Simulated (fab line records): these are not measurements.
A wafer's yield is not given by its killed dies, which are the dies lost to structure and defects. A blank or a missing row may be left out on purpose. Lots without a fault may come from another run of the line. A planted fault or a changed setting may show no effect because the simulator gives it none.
What tool caused it? + flow n5_finfet + 24 lots, 72 wafers sampled, at 5 steps of a route of 1938

WHAT THE GAUGES READ, wafer by wafer
N5_BEOL_M3_THK_MEAS_53: measures by xrf.
| lot  | measured     | on            | M3_THK (nm)    |
|------|--------------|---------------|----------------|
| L074 | day 7 07:20  | film_metro-01 | 37.4 36.4 38.8 |
| L075 | day 7 12:06  | film_metro-02 | 41.8 38.1 39.1 |
| L076 | day 7 19:49  | film_metro-01 | 37.9 42.3 40.9 |
| L077 | day 8 02:25  | film_metro-01 | 38.6 38.8 40.3 |
| L078 | day 8 05:04  | film_metro-01 | 40.7 38.5 40.6 |
| L079 | day 8 10:11  | film_metro-01 | 36.8 37.9 41.8 |
| L080 | day 8 22:06  | film_metro-02 | 38.8 43.1 39.4 |
| L081 | day 9 05:36  | film_metro-01 | 39.3 41.7 38.8 |
| L082 | day 9 09:59  | film_metro-01 | 42.3 40.0 43.0 |
| L083 | day 9 18:19  | film_metro-01 | 37.6 40.5 37.8 |
| L084 | day 9 23:29  | film_metro-01 | 39.6 36.7 41.4 |
| L085 | day 10 02:42 | film_metro-02 | 36.9 38.2 37.4 |
| L086 | day 10 17:08 | film_metro-01 | 38.9 39.2 39.9 |
| L088 | day 10 17:31 | film_metro-01 | 40.2 39.9 40.0 |
| L087 | day 10 20:23 | film_metro-01 | 37.8 37.4 39.1 |
| L089 | day 10 23:45 | film_metro-01 | 37.8 39.6 37.4 |
| L090 | day 11 03:37 | film_metro-02 | 41.7 41.8 43.0 |
| L091 | day 11 10:13 | film_metro-01 | 38.6 38.4 38.8 |
| L092 | day 11 23:17 | film_metro-01 | 39.1 37.2 35.9 |
| L094 | day 12 16:55 | film_metro-02 | 36.5 38.5 40.2 |
| L093 | day 12 19:01 | film_metro-02 | 39.6 41.1 38.4 |
| L095 | day 12 20:03 | film_metro-02 | 37.1 41.2 40.0 |
| L096 | day 13 04:33 | film_metro-01 | 38.5 40.4 38.8 |
| L097 | day 13 06:29 | film_metro-02 | 35.6 36.2 38.5 |

N5_BEOL_M3_RS_MEAS_58: measures by four-point-probe.
| lot  | measured     | on            | M3_RS (ohm/sq) |
|------|--------------|---------------|----------------|
| L074 | day 7 07:36  | film_metro-01 | 0.74 0.77 0.71 |
| L075 | day 7 12:22  | film_metro-01 | 0.65 0.72 0.70 |
| L076 | day 7 20:05  | film_metro-01 | 0.73 0.63 0.66 |
| L077 | day 8 02:52  | film_metro-01 | 0.71 0.70 0.67 |
| L078 | day 8 05:19  | film_metro-01 | 0.66 0.71 0.66 |
| L079 | day 8 10:26  | film_metro-02 | 0.76 0.74 0.65 |
| L080 | day 8 22:22  | film_metro-01 | 0.70 0.61 0.69 |
| L081 | day 9 05:52  | film_metro-02 | 0.69 0.64 0.70 |
| L082 | day 9 10:14  | film_metro-01 | 0.62 0.66 0.60 |
| L083 | day 9 18:34  | film_metro-02 | 0.73 0.67 0.73 |
| L084 | day 9 23:45  | film_metro-02 | 0.68 0.76 0.64 |
| L085 | day 10 02:59 | film_metro-02 | 0.74 0.71 0.73 |
| L086 | day 10 17:24 | film_metro-01 | 0.69 0.68 0.67 |
| L088 | day 10 17:46 | film_metro-01 | 0.67 0.67 0.67 |
| L087 | day 10 20:43 | film_metro-02 | 0.72 0.74 0.69 |
| L089 | day 11 00:01 | film_metro-01 | 0.73 0.68 0.74 |
| L090 | day 11 03:52 | film_metro-02 | 0.64 0.64 0.62 |
| L091 | day 11 10:28 | film_metro-01 | 0.71 0.71 0.71 |
| L092 | day 11 23:33 | film_metro-02 | 0.70 0.75 0.78 |
| L094 | day 12 17:10 | film_metro-02 | 0.77 0.72 0.69 |
| L093 | day 12 19:16 | film_metro-02 | 0.69 0.66 0.72 |
| L095 | day 12 20:21 | film_metro-01 | 0.75 0.65 0.68 |
| L096 | day 13 04:49 | film_metro-02 | 0.71 0.67 0.70 |
| L097 | day 13 06:44 | film_metro-02 | 0.79 0.78 0.72 |

N5_BEOL_M4_CD_MEAS_35: target cd 18 nm, target cd y 22.4 nm.
| lot  | measured     | on        | cd_nm (nm)     |
|------|--------------|-----------|----------------|
| L074 | day 7 13:03  | cd_sem-03 | 18.2 18.3 18.3 |
| L075 | day 7 21:12  | cd_sem-01 | 17.8 18.4 18.3 |
| L076 | day 8 01:38  | cd_sem-03 | 19.1 17.9 18.0 |
| L077 | day 8 09:22  | cd_sem-01 | 17.9 18.2 17.8 |
| L078 | day 8 09:50  | cd_sem-03 | 18.0 18.0 18.1 |
| L079 | day 8 21:27  | cd_sem-02 | 18.3 18.2 19.7 |
| L080 | day 9 06:30  | cd_sem-01 | 18.0 19.0 18.7 |
| L081 | day 9 09:19  | cd_sem-03 | 18.9 18.1 18.7 |
| L082 | day 9 19:47  | cd_sem-01 | 17.6 18.5 18.0 |
| L083 | day 10 01:09 | cd_sem-02 | 17.9 17.7 18.0 |
| L084 | day 10 04:36 | cd_sem-03 | 18.5 19.1 18.0 |
| L085 | day 10 08:01 | cd_sem-01 | 18.0 18.1 18.3 |
| L086 | day 11 00:17 | cd_sem-02 | 18.0 18.9 18.7 |
| L088 | day 11 00:32 | cd_sem-02 | 17.9 18.9 17.5 |
| L087 | day 11 03:02 | cd_sem-03 | 18.3 17.8 18.1 |
| L089 | day 11 03:34 | cd_sem-03 | 18.5 18.0 17.8 |
| L090 | day 11 09:56 | cd_sem-03 | 18.2 18.4 18.7 |
| L091 | day 11 23:02 | cd_sem-02 | 18.7 18.2 18.7 |
| L092 | day 12 05:52 | cd_sem-03 | 18.4 17.8 18.5 |
| L094 | day 12 22:21 | cd_sem-03 | 18.7 17.6 17.7 |
| L093 | day 12 22:44 | cd_sem-02 | 18.3 17.5 18.2 |
| L095 | day 13 02:28 | cd_sem-01 | 18.0 17.7 18.5 |
| L096 | day 13 13:34 | cd_sem-03 | 18.6 18.9 18.5 |
| L097 | day 13 13:37 | cd_sem-03 | 18.0 17.7 18.2 |

WHICH TOOL RAN EACH LOT (tool, then ch and the chambers of the sampled wafers, then the start)
| lot  | N5_BEOL_M4_STRIP_66                | N5_BEOL_M4_ETCH_69                 |
|------|------------------------------------|------------------------------------|
| L074 | rie_diel-06 ch 0,2,3, day 7 09:09  | rie_diel-06 ch 0,1, day 7 09:59    |
| L075 | rie_diel-06 ch 0,1, day 7 13:56    | rie_diel-05 ch 0,2,3, day 7 14:40  |
| L076 | rie_diel-06 ch 1,3, day 7 21:25    | rie_diel-04 ch 0,1,2, day 7 22:09  |
| L077 | rie_diel-06 ch 0,1,2, day 8 07:01  | rie_diel-06 ch 1,2,3, day 8 07:47  |
| L078 | rie_diel-04 ch 2,3, day 8 07:33    | rie_diel-05 ch 2,3, day 8 08:32    |
| L079 | rie_diel-04 ch 0,2,3, day 8 14:50  | rie_diel-04 ch 1,2,3, day 8 16:02  |
| L080 | rie_diel-05 ch 0,2,3, day 9 01:34  | rie_diel-06 ch 0,1,3, day 9 02:53  |
| L081 | rie_diel-04 ch 0,3, day 9 07:14    | rie_diel-04 ch 0,1, day 9 08:04    |
| L082 | rie_diel-06 ch 0,1,3, day 9 12:52  | rie_diel-05 ch 0,3, day 9 13:55    |
| L083 | rie_diel-04 ch 1,2, day 9 20:22    | rie_diel-05 ch 1,2,3, day 9 21:05  |
| L084 | rie_diel-04 ch 0,1,3, day 10 01:42 | rie_diel-04 ch 0,1, day 10 02:32   |
| L085 | rie_diel-06 ch 0,2, day 10 05:30   | rie_diel-04 ch 0,3, day 10 06:26   |
| L086 | rie_diel-06 ch 1,2,3, day 10 19:00 | rie_diel-04 ch 1,3, day 10 20:02   |
| L088 | rie_diel-05 ch 1,3, day 10 19:16   | rie_diel-06 ch 1,2, day 10 20:11   |
| L087 | rie_diel-06 ch 0,2,3, day 10 21:57 | rie_diel-04 ch 0,2,3, day 10 22:53 |
| L089 | rie_diel-04 ch 0,3, day 11 01:18   | rie_diel-05 ch 0,1,2, day 11 02:10 |
| L090 | rie_diel-04 ch 0,2, day 11 04:56   | rie_diel-06 ch 0,1, day 11 09:09   |
| L091 | rie_diel-04 ch 0,2,3, day 11 12:47 | rie_diel-06 ch 0,1,2, day 11 13:48 |
| L092 | rie_diel-06 ch 0,2,3, day 12 00:38 | rie_diel-05 ch 0,2,3, day 12 01:58 |
| L094 | rie_diel-05 ch 0,3, day 12 18:16   | rie_diel-05 ch 0,1,2, day 12 19:08 |
| L093 | rie_diel-05 ch 0,1,3, day 12 20:37 | rie_diel-04 ch 1,2,3, day 12 21:27 |
| L095 | rie_diel-06 ch 0,1,3, day 12 23:14 | rie_diel-05 ch 0,2, day 13 00:04   |
| L096 | rie_diel-05 ch 1,3, day 13 07:24   | rie_diel-05 ch 0,2,3, day 13 08:24 |
| L097 | rie_diel-06 ch 0,3, day 13 08:04   | rie_diel-04 ch 0,1,3, day 13 08:49 |
- N5_BEOL_M4_STRIP_66: strips in CF4.
- N5_BEOL_M4_ETCH_69: etches SiARC in CF4, target depth 15.6 nm, time 26 s.

AS READ BY THE TOOLS THEMSELVES (means over the sampled wafers that have a number; for cases with no such wafer, the mark the record gives instead)
N5_BEOL_M4_STRIP_66.
| lot  | tool        | bias_power_w (W) | cf4_flow_sccm (sccm) | drypump_motor_current_A (A) | oes_product_au (a.u.) | rf_vpp_V (V) | showerhead_plenum_p_Torr (Torr) | throttle_valve_pct (%) |
|------|-------------|------------------|----------------------|-----------------------------|-----------------------|--------------|---------------------------------|------------------------|
| L074 | rie_diel-06 | 74.99            | 149.8                | 5.9                         | 0.75                  | 271.2        | 1.82                            | 13.47                  |
| L075 | rie_diel-06 | 74.63            | 150.2                | 6.0                         | 0.72                  | 270.1        | 1.80                            | 13.62                  |
| L076 | rie_diel-06 | 75.21            | 149.9                | 6.0                         | 0.71                  | 271.0        | 1.79                            | 13.75                  |
| L077 | rie_diel-06 | 74.89            | 150.3                | 6.0                         | 0.73                  | 271.5        | 1.81                            | 13.45                  |
| L078 | rie_diel-04 | 75.18            | 150.3                | 5.2                         | 0.86                  | 271.4        | 1.78                            | 13.45                  |
| L079 | rie_diel-04 | 74.88            | 149.7                | 5.4                         | 0.85                  | 270.3        | 1.78                            | 13.44                  |
| L080 | rie_diel-05 | 75.25            | 150.0                | 6.0                         | 0.81                  | 272.4        | 1.89                            | 13.50                  |
| L081 | rie_diel-04 | 74.90            | 149.9                | 5.7                         | 0.91                  | 270.0        | 1.75                            | 13.19                  |
| L082 | rie_diel-06 | 75.09            | 150.0                | 5.9                         | 0.72                  | 271.2        | 1.79                            | 13.69                  |
| L083 | rie_diel-04 | 74.75            | 150.4                | 4.9                         | 0.68                  | 271.6        | 1.84                            | 14.01                  |
| L084 | rie_diel-04 | 75.12            | 149.8                | 5.5                         | 0.82                  | 270.9        | 1.78                            | 13.48                  |
| L085 | rie_diel-06 | 74.97            | 150.2                | 6.0                         | 0.74                  | 272.5        | 1.83                            | 13.32                  |
| L086 | rie_diel-06 | 75.00            | 150.5                | 6.0                         | 0.70                  | 270.8        | 1.80                            | 13.64                  |
| L088 | rie_diel-05 | 74.86            | 150.1                | 5.5                         | 0.89                  | 272.4        | 1.89                            | 13.39                  |
| L087 | rie_diel-06 | 74.95            | 150.2                | 5.9                         | 0.72                  | 271.3        | 1.81                            | 13.54                  |
| L089 | rie_diel-04 | 75.03            | 149.7                | 5.6                         | 0.88                  | 269.8        | 1.75                            | 13.25                  |
| L090 | rie_diel-04 | 75.23            | 150.3                | 5.2                         | 0.94                  | 270.4        | 1.81                            | 13.36                  |
| L091 | rie_diel-04 | 74.88            | 149.5                | 5.4                         | 0.89                  | 270.7        | 1.77                            | 13.31                  |
| L092 | rie_diel-06 | 74.65            | 149.8                | 5.9                         | 0.72                  | 270.5        | 1.81                            | 13.56                  |
| L094 | rie_diel-05 | 75.07            | 150.0                | 5.8                         | 0.80                  | 272.1        | 1.89                            | 13.50                  |
| L093 | rie_diel-05 | 75.04            | 149.7                | 5.6                         | 0.82                  | 271.7        | 1.87                            | 13.52                  |
| L095 | rie_diel-06 | 75.08            | 149.6                | 5.9                         | 0.80                  | 270.5        | 1.78                            | 13.55                  |
| L096 | rie_diel-05 | 75.22            | 149.8                | 5.5                         | 0.85                  | 272.3        | 1.89                            | 13.43                  |
| L097 | rie_diel-06 | 75.05            | 150.5                | 5.7                         | 0.72                  | 271.9        | 1.79                            | 13.67                  |

N5_BEOL_M4_ETCH_69.
| lot  | tool        | cf4_flow_sccm (sccm) | drypump_motor_current_A (A) | etch_rf_on_time_s (s) | oes_product_au (a.u.) | rf_vpp_V (V) | showerhead_plenum_p_Torr (Torr) | throttle_valve_pct (%) |
|------|-------------|----------------------|-----------------------------|-----------------------|-----------------------|--------------|---------------------------------|------------------------|
| L074 | rie_diel-06 | 100.22               | 5.9                         | 27.5                  | 0.63                  | 184.2        | 2.15                            | 15.54                  |
| L075 | rie_diel-05 | 99.92                | 6.0                         | 25.3                  | 0.73                  | 185.4        | 2.25                            | 15.47                  |
| L076 | rie_diel-04 | 100.19               | 5.3                         | 25.9                  | 0.67                  | 184.9        | 2.16                            | 15.74                  |
| L077 | rie_diel-06 | 99.79                | 6.0                         | 26.2                  | 0.62                  | 184.2        | 2.16                            | 15.60                  |
| L078 | rie_diel-05 | 100.15               | 5.8                         | 25.0                  | 0.77                  | 185.7        | 2.27                            | 15.41                  |
| L079 | rie_diel-04 | 99.86                | 5.1                         | 26.2                  | 0.66                  | 184.1        | 2.17                            | 15.78                  |
| L080 | rie_diel-06 | 100.40               | 5.9                         | 27.1                  | 0.61                  | 183.9        | 2.14                            | 15.70                  |
| L081 | rie_diel-04 | 99.98                | 5.4                         | 25.4                  | 0.67                  | 184.9        | 2.16                            | 15.76                  |
| L082 | rie_diel-05 | 99.84                | 5.8                         | 25.5                  | 0.73                  | 185.7        | 2.25                            | 15.43                  |
| L083 | rie_diel-05 | 100.07               | 5.7                         | 25.3                  | 0.77                  | 184.9        | 2.24                            | 15.46                  |
| L084 | rie_diel-04 | 100.27               | 5.4                         | 25.6                  | 0.66                  | 183.5        | 2.16                            | 15.77                  |
| L085 | rie_diel-04 | 99.89                | 5.6                         | 25.7                  | 0.78                  | 184.0        | 2.10                            | 15.31                  |
| L086 | rie_diel-04 | 99.96                | 5.2                         | 26.0                  | 0.64                  | 184.3        | 2.16                            | 15.82                  |
| L088 | rie_diel-06 | 99.93                | 6.1                         | 26.0                  | 0.62                  | 184.6        | 2.18                            | 15.43                  |
| L087 | rie_diel-04 | 100.09               | 5.4                         | 25.9                  | 0.80                  | 183.9        | 2.12                            | 15.37                  |
| L089 | rie_diel-05 | 99.85                | 5.9                         | 25.2                  | 0.71                  | 184.6        | 2.22                            | 15.55                  |
| L090 | rie_diel-06 | 100.02               | 5.8                         | 28.0                  | 0.60                  | 183.8        | 2.14                            | 15.59                  |
| L091 | rie_diel-06 | 100.07               | 6.0                         | 26.9                  | 0.60                  | 185.0        | 2.16                            | 15.52                  |
| L092 | rie_diel-05 | 100.38               | 6.0                         | 25.2                  | 0.69                  | 185.1        | 2.24                            | 15.56                  |
| L094 | rie_diel-05 | 99.93                | 5.8                         | 25.3                  | 0.70                  | 184.3        | 2.22                            | 15.58                  |
| L093 | rie_diel-04 | 99.61                | 5.1                         | 26.2                  | 0.77                  | 184.7        | 2.15                            | 15.52                  |
| L095 | rie_diel-05 | 99.90                | 6.2                         | 25.7                  | 0.63                  | 184.7        | 2.22                            | 15.64                  |
| L096 | rie_diel-05 | 99.96                | 6.0                         | 25.2                  | 0.68                  | 185.5        | 2.24                            | 15.56                  |
| L097 | rie_diel-04 | 100.06               | 5.5                         | 25.3                  | 0.76                  | 183.5        | 2.12                            | 15.45                  |

THE ANSWER, worked out from the rows above alone
Rule: the usual values come from the lots themselves. The widest of any qualifying gaps counts: lots, ordered by their means at a reading, are off when they make up no more than a third of the lots, leave a main group of 4 or more, and stand apart from it by 3 or more times the standard deviation of that group's means. A main group is skipped when, at the precision printed for the reading in the tables above, its means are all equal. A lot without any number at a reading at which 4 lots or more have one is off too. All remaining lots with rows at the step are treated as sound. After the gauges, taken in route order, come the tools' own readings; for these a lot's mean is taken, as printed above. At the first step where some lot is off, the reading lying furthest off is the one used; lots without a number count as furthest.
Across all readings shown, no lot is off: no conclusion can be drawn from this.

WHAT WAS PUT IN BY THE SIMULATOR
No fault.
